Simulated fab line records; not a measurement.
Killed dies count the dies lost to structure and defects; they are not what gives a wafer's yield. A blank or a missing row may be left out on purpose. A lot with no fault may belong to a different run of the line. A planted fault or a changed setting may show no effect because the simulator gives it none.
Chamber matching + flow n5Finfet + rieDiel-04 running N5_SD_EPI_P_DESCUM_14: 4 sister chambers
The step chemistry O2, time 7.9 s. 4 wafers are shown with their chamber, then 8 later ones without.

WAFERS PAIRED WITH THEIR CHAMBERS
| wafer  | chamber | showerheadPlenumPTorr (Torr) |
|--------|---------|------------------------------|
| L081.5 | 3       | 2.10                         |
| L081.6 | 2       | 1.99                         |
| L085.5 | 1       | 2.08                         |
| L091.2 | 0       | 2.14                         |

WAFERS MISSING THEIR CHAMBER
| wafer  | showerheadPlenumPTorr (Torr) |
|--------|------------------------------|
| L091.4 | 1.99                         |
| L091.5 | 2.14                         |
| L093.1 | 1.99                         |
| L093.2 | 2.14                         |
| L093.6 | 2.07                         |
| L097.1 | 1.98                         |
| L097.2 | 2.09                         |
| L097.4 | 2.13                         |

EACH ONE'S CHAMBER
| wafer  | from the rows above     | in truth |
|--------|-------------------------|----------|
| L091.4 | 2                       | 2        |
| L091.5 | 0                       | 0        |
| L093.1 | 2                       | 2        |
| L093.2 | 0                       | 0        |
| L093.6 | 1                       | 1        |
| L097.1 | 2                       | 2        |
| L097.2 | can't be placed: 1 or 3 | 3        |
| L097.4 | 0                       | 0        |
Correct placement for 7 of the 8. From these rows, 1 cannot be placed; in 1 the true chamber is one of the candidates. 0 placed wrongly.
How it was worked out, from the rows above alone: a wafer's distance from a chamber is the root of the sum, over the readings, of the square of ((its reading less the chamber's mean) divided by the reading's scatter). The wafer belongs to the nearest chamber; if the next one is less than 2 further off, it can't be placed. A chamber's mean is the mean of its shown wafers. The scatter: root of mean squared gap, hidden wafer to nearest shown wafer, with one shown wafer a chamber.
